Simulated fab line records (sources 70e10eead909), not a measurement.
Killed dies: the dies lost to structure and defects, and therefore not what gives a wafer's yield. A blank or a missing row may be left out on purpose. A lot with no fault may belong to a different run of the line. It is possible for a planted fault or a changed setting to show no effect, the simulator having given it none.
Struck lot and sound lot, side by side -- flow nandHarc -- 14 out of 1159 route steps
Sound: these wafers, L633.1, L633.2, L633.4. Wafers L644.3, L644.4, L644.5 were the ones struck. The cause is named last.
At each step with rows: each side's tool, then ch and its chambers, then its first start. Under that, the readings that differ: sound wafers -- struck wafers -- difference of the means -- sigmas: that difference in standard deviations of wafers without a fault.
alike: readings with means less than 2 such deviations apart, plus words and numbers identical on both sides. not compared: withheld readings, readings lacking a value on some wafer, bounds such as >300 that could conceal the same value, and numbers that have no deviation in the record and whose values overlap.
The two part at a step that has a row with sigmas, a row that says differs or no value, or rows on one side only. Numbers that have no deviation but don't overlap get no sigmas and don't part them. A reading that every wafer of one side lacks parts them only if that side has two wafers or more.

first, 1 step without rows for these wafers: NHARC_A_ONON_D1_DEP_00 (target thk 1000 nm).
NHARC_A_ONON_D1_THK_MEAS_02: measures by ellipsometry.
  sound: filmMetro-01 at day 8 13:16; struck: filmMetro-01 at day 11 07:29
  alike: thkNm
after that, 1 step with no rows for these wafers: NHARC_A_ONON_D1_DEP_03 (target thk 1000 nm).
NHARC_A_ONON_D1_THK_MEAS_05: measures by ellipsometry.
  sound: filmMetro-01 at day 8 13:50; struck: filmMetro-01 at day 11 08:03
  alike: thkNm
after that, 1 step with no rows for these wafers: NHARC_A_ONON_D1_DEP_06 (target thk 1000 nm).
NHARC_A_ONON_D1_THK_MEAS_08: measures by ellipsometry.
  sound: filmMetro-01 at day 8 14:23; struck: filmMetro-01 at day 11 08:37
  alike: thkNm
after that, 1 step with no rows for these wafers: NHARC_A_ONON_D1_DEP_09 (target thk 1000 nm).
NHARC_A_ONON_D1_THK_MEAS_11: measures by ellipsometry.
  sound: filmMetro-01 at day 8 14:58; struck: filmMetro-02 at day 11 09:11
  alike: thkNm
after that, 1 step with no rows for these wafers: NHARC_A_ONON_D1_DEP_12 (target thk 1000 nm).
NHARC_A_ONON_D1_THK_MEAS_14: measures by ellipsometry.
  sound: filmMetro-02 at day 8 15:32; struck: filmMetro-02 at day 11 09:46
  alike: thkNm
then, 1 step without rows for these wafers: NHARC_A_ONON_D1_ANNEAL_15 (time 3600 s).
NHARC_A_ONON_D1_DEP_16: target thk 1000 nm.
  sound on pecvdOnon-01 ch 0, day 9 00:22; struck on pecvdOnon-01 ch 0, day 11 16:35
NHARC_A_ONON_D1_THK_MEAS_18: measures by ellipsometry.
  sound: filmMetro-01 at day 9 00:55; struck: filmMetro-02 at day 11 17:10
reading,sound,struck,difference,sigmas
thkNm (nm),1011 1014 1013,653 650 650,-362,-33
  not compared: hold
-- the record jumps here: 14 days lie between the struck wafers' starts before and after (it left off in module A_ONON_D1 and takes up again in module END, whose first step shown is number 1159 of the route) --
NHARC_END_SORT_01:
  sound on prober-02 ch 0, day 23 19:53; struck on prober-01 ch 0, day 25 12:30
reading,sound,struck,difference,sigmas
killedAtArray,23 26 16,673 676 674,+653,+54
killedDies,26 27 17,677 677 677,+654,+54
  alike: killedAtOther, killedAtPeriphery, killedOpen, killedShort
  not compared: hold

## WHERE THEY PART
Earliest at NHARC_A_ONON_D1_THK_MEAS_18; latest, in this record, at NHARC_END_SORT_01.

WHY: what the simulator had put in
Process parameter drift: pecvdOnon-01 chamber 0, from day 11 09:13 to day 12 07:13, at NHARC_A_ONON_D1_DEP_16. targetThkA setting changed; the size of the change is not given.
